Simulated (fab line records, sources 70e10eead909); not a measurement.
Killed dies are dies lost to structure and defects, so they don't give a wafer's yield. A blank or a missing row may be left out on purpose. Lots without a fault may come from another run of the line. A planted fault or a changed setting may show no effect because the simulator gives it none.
Chamber matching | flow nand_harc | NHARC_P_M2_DEP_33 on pecvd-04: 3 sister chambers
The step deposits SiCN, target thk 30 nm. 3 wafers are shown with their chamber, then 12 later ones without.

WAFERS WITH THEIR CHAMBER
wafer  | chamber | heater_power_w (W)
L089.5 | 0       | 466
L091.3 | 2       | 640
L091.6 | 1       | 456

WAFERS WITHOUT THEIR CHAMBER
wafer  | heater_power_w (W)
L092.2 | 466
L092.3 | 453
L092.6 | 460
L095.2 | 573
L095.3 | 410
L095.4 | 571
L096.1 | 600
L096.3 | 443
L096.4 | 505
L097.4 | 483
L097.5 | 605
L097.6 | 422

WHICH CHAMBER EACH WENT THROUGH
wafer  | from the rows above          | in truth
L092.2 | can't be placed: 0 or 1      | 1
L092.3 | can't be placed: 1 or 0      | 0
L092.6 | can't be placed: 1 or 0      | 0
L095.2 | can't be placed: 2 or 0 or 1 | 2
L095.3 | can't be placed: 1 or 0      | 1
L095.4 | can't be placed: 2 or 0 or 1 | 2
L096.1 | 2                            | 2
L096.3 | can't be placed: 1 or 0      | 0
L096.4 | can't be placed: 0 or 1      | 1
L097.4 | can't be placed: 0 or 1      | 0
L097.5 | 2                            | 2
L097.6 | can't be placed: 1 or 0      | 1
Placed correctly: 2 of 12. Can't be placed from these rows: 10 (the true chamber is among the candidates in 10). Placed wrongly: 0.
How it was worked out, from the rows above alone: a wafer's distance from a chamber is the root of the sum, over the readings, of the square of ((its reading less the chamber's mean) divided by the reading's scatter). The wafer belongs to the nearest chamber; if the next one is less than 2 further off, it can't be placed. A chamber's mean is the mean of its shown wafers. The scatter: with one shown wafer a chamber, the root of the mean of the squares of how far each hidden wafer lies from its nearest shown one.
